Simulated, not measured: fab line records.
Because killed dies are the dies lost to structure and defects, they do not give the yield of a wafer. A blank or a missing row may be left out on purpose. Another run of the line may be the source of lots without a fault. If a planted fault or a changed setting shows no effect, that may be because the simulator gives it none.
Matching of chambers || flow nand harc || 4 sister chambers for NHARC_P_BONDPAD_CMP_32 on cmp-02
The step polishes SiCN, target thk 200 nm. 8 wafers are shown with their chamber, then 9 later ones without.

== WAFERS, EACH WITH ITS CHAMBER ==
{"wafer": "L079.6", "chamber": 2, "motor current A (A)": 12.7}
{"wafer": "L084.6", "chamber": 3, "motor current A (A)": 13.4}
{"wafer": "L083.2", "chamber": 0, "motor current A (A)": 12.9}
{"wafer": "L083.3", "chamber": 1, "motor current A (A)": 10.2}
{"wafer": "L083.4", "chamber": 3, "motor current A (A)": 13.2}
{"wafer": "L087.2", "chamber": 1, "motor current A (A)": 11.3}
{"wafer": "L087.3", "chamber": 0, "motor current A (A)": 12.8}
{"wafer": "L087.4", "chamber": 2, "motor current A (A)": 12.6}

== WAFERS MISSING THEIR CHAMBER ==
{"wafer": "L090.1", "motor current A (A)": 12.9}
{"wafer": "L090.2", "motor current A (A)": 13.2}
{"wafer": "L090.4", "motor current A (A)": 12.9}
{"wafer": "L094.1", "motor current A (A)": 13.0}
{"wafer": "L094.3", "motor current A (A)": 10.6}
{"wafer": "L094.5", "motor current A (A)": 12.4}
{"wafer": "L095.1", "motor current A (A)": 13.2}
{"wafer": "L095.4", "motor current A (A)": 12.2}
{"wafer": "L095.6", "motor current A (A)": 10.7}

== WHICH CHAMBER EACH ONE RAN IN ==
{"wafer": "L090.1", "from the rows above": "can't be placed: 0 or 2 or 3", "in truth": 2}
{"wafer": "L090.2", "from the rows above": "can't be placed: 3 or 0 or 2", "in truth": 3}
{"wafer": "L090.4", "from the rows above": "can't be placed: 0 or 2 or 3", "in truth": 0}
{"wafer": "L094.1", "from the rows above": "can't be placed: 0 or 3 or 2", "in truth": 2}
{"wafer": "L094.3", "from the rows above": 1, "in truth": 1}
{"wafer": "L094.5", "from the rows above": "can't be placed: 2 or 0 or 3", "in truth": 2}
{"wafer": "L095.1", "from the rows above": "can't be placed: 3 or 0 or 2", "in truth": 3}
{"wafer": "L095.4", "from the rows above": "can't be placed: 2 or 0 or 3", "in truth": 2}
{"wafer": "L095.6", "from the rows above": 1, "in truth": 1}
Correctly placed: 2 of 9. Cannot be placed on the basis of these rows: 7; the candidates contain the true chamber in 7. Placed wrongly: 0.
How it was worked out, from the rows above alone: a wafer's distance from a chamber is the root of the sum, over the readings, of the square of ((its reading less the chamber's mean) divided by the reading's scatter). If the next closest chamber is less than 2 further off than the closest, the wafer can't be placed; otherwise it belongs to the closest. Each chamber's mean is taken over the wafers shown for it. The scatter: the root of (the sum of the squares of (reading less its chamber's mean) over the shown wafers, divided by (wafers less chambers)).
